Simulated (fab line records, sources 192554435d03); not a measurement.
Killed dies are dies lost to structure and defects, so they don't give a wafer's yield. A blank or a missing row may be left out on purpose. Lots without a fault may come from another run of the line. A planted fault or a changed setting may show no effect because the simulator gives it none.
Chamber matching | flow n5_finfet | N5_MOL_CONTACT_COAG_ETCH_89 on rie_diel-01: 4 sister chambers
The step etches underlayer in N2/H2, target depth 13 nm, time 10.4 s. 16 wafers are shown with their chamber, then 8 later ones without.

WAFERS WITH THEIR CHAMBER
wafer  | chamber | throttle_valve_pct (%) | showerhead_plenum_p_Torr (Torr) | oes_product_au (a.u.)
L074.2 | 1       | 17.87                  | 2.55                            | 0.65
L074.4 | 2       | 17.53                  | 2.57                            | 0.77
L074.5 | 2       | 17.54                  | 2.57                            | 0.76
L076.3 | 0       | 17.51                  | 2.48                            | 0.82
L076.5 | 0       | 17.51                  | 2.48                            | 0.82
L076.6 | 1       | 17.87                  | 2.55                            | 0.65
L079.2 | 2       | 17.57                  | 2.57                            | 0.76
L079.3 | 0       | 17.51                  | 2.47                            | 0.81
L079.6 | 1       | 17.88                  | 2.54                            | 0.65
L080.3 | 0       | 17.52                  | 2.47                            | 0.79
L080.4 | 2       | 17.56                  | 2.57                            | 0.76
L080.6 | 1       | 17.91                  | 2.54                            | 0.64
L081.3 | 1       | 17.89                  | 2.54                            | 0.63
L081.4 | 2       | 17.57                  | 2.57                            | 0.75
L081.6 | 3       | 17.99                  | 2.64                            | 0.60
L085.1 | 2       | 17.57                  | 2.56                            | 0.74

SIGNATURES (means of the wafers above)
reading                  | chamber 0 | chamber 1 | chamber 2 | chamber 3 | scatter within a chamber
throttle_valve_pct       | 17.5125   | 17.8840   | 17.5567   | 17.9900   | 0.0151
showerhead_plenum_p_Torr | 2.4750    | 2.5440    | 2.5683    | 2.6400    | 0.00503
oes_product_au           | 0.8100    | 0.6440    | 0.7567    | 0.6000    | 0.011
Rule: a wafer's distance from a chamber is the root of the sum, over the readings, of the square of ((its reading less the chamber's mean) divided by the reading's scatter). The wafer belongs to the nearest chamber; if the next one is less than 2 further off, it can't be placed. The scatter: the root of (the sum of the squares of (reading less its chamber's mean) over the shown wafers, divided by (wafers less chambers)).

WAFERS WITHOUT THEIR CHAMBER
wafer  | throttle_valve_pct (%) | showerhead_plenum_p_Torr (Torr) | oes_product_au (a.u.)
L085.4 | 17.54                  | 2.47                            | 0.77
L085.5 | 17.93                  | 2.54                            | 0.64
L090.1 | 17.60                  | 2.56                            | 0.71
L090.3 | 17.57                  | 2.46                            | 0.74
L090.5 | 17.56                  | 2.46                            | 0.74
L094.1 | 17.60                  | 2.46                            | 0.74
L094.5 | 17.56                  | 2.46                            | 0.74
L094.6 | 17.95                  | 2.53                            | 0.62

WHICH CHAMBER EACH WENT THROUGH
wafer  | from the rows above | in truth
L085.4 | 0                   | 0
L085.5 | 1                   | 1
L090.1 | 2                   | 2
L090.3 | 0                   | 0
L090.5 | 0                   | 0
L094.1 | 0                   | 0
L094.5 | 0                   | 0
L094.6 | 1                   | 1
Placed correctly: 8 of 8. Can't be placed from these rows: 0. Placed wrongly: 0.
